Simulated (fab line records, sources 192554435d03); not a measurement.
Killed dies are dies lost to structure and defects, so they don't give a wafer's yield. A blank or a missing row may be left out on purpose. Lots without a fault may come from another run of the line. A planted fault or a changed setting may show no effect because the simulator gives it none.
Split-lot experiment | flow n5_finfet | 7 lots, 21 wafers read, on a route of 1938 steps

THE SPLIT
At N5_BEOL_M8_ETCH_62 (etches SOC in N2/H2, target depth 110 nm, overetch 22 nm, time 165 s), the setting time_s was moved away from the recipe's 165 s on 8 of the 21 wafers read, by -20.2% to +17.5%. The other wafers ran this setting at the recipe's value.

The reading is taken at the split's own step.

THE READING
SiARC_of_BEOL_M8_COAT_60.thk_nm (the simulator's own value, which no gauge read), in nm, at N5_BEOL_M8_ETCH_62 (etches SOC in N2/H2, target depth 110 nm, overetch 22 nm, time 165 s). The file gives no usual value for it. The 13 wafers here that ran the recipe average 28.3 nm, standard deviation 0.22 nm.

wafer  | tool, chamber at the split | time_s as run, s | against the recipe | SiARC_of_BEOL_M8_COAT_60.thk_nm, nm | against lot-mates on the recipe
L076.1 | rie_diel-02, 2,1           | 151.9            | -7.9%              | 28.8                                | +0.8
L076.4 | rie_diel-02, 2,1           | 151.9            | -7.9%              | 28.8                                | +0.8
L076.2 | rie_diel-02, 3             | 165              | recipe             | 28                                  | -
L079.1 | rie_diel-03, 2             | 165              | recipe             | 28                                  | -
L079.3 | rie_diel-03, 0             | 141.1            | -14.5%             | 29                                  | +0.9
L079.6 | rie_diel-03, 1             | 165              | recipe             | 28.2                                | -
L083.3 | rie_diel-02, 0             | 165              | recipe             | 28.4                                | -
L083.5 | rie_diel-02, 0             | 139.3            | -15.6%             | 29.4                                | +1.0
L083.6 | rie_diel-02, 3             | 139.3            | -15.6%             | 29.2                                | +0.8
L088.2 | rie_diel-02, 2             | 165              | recipe             | 28.2                                | -
L088.3 | rie_diel-02, 1             | 165              | recipe             | 28.4                                | -
L088.4 | rie_diel-02, 2             | 193.9            | +17.5%             | 27                                  | -1.3
L091.1 | rie_diel-03, 0             | 131.6            | -20.2%             | 29.6                                | +1.0
L091.5 | rie_diel-03, 0             | 131.6            | -20.2%             | 29.6                                | +1.0
L091.4 | rie_diel-03, 3             | 165              | recipe             | 28.6                                | -
L096.3 | rie_diel-03, 1             | 165              | recipe             | 28.2                                | -
L096.5 | rie_diel-03, 2             | 165              | recipe             | 28                                  | -
L096.6 | rie_diel-03, 3             | 165              | recipe             | 28.6                                | -
L097.2 | rie_diel-04, 3             | 165              | recipe             | 28.6                                | -
L097.4 | rie_diel-04, 0,2           | 165              | recipe             | 28.2                                | -
L097.5 | rie_diel-04, 0,2           | 165              | recipe             | 28.2                                | -
Where a row lists several chambers, the file gives one row for several wafers and doesn't say which wafer went through which chamber.

THE FIT
A straight line over all 21 wafers: SiARC_of_BEOL_M8_COAT_60.thk_nm changes by -0.0658 nm for each +1% of time_s; r = -0.95; the points scatter about the line by 0.19 nm.
The same after taking each lot's own level away (the mean of its wafers on the recipe; 21 wafers): -0.0603 nm for each +1%; r = -0.94; scatter 0.19 nm.
On that fit, the largest move of time_s shifts the reading by 1.2 nm.
The lots' own levels span 28.00 to 28.60 nm, that is 2.8 times the standard deviation above.
So the lot-to-lot level changes the slope little: the two slopes agree.
Check: with one of the wafers moved furthest among these (-20.2%) left out of the fit, the line predicts +1.27 nm for it against its lot-mates. It came out at +1 nm against them.

THE FILE'S OWN FIT
SiARC_of_BEOL_M8_COAT_60.thk_nm changes by -0.062 nm for each +1% of time_s, r = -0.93.
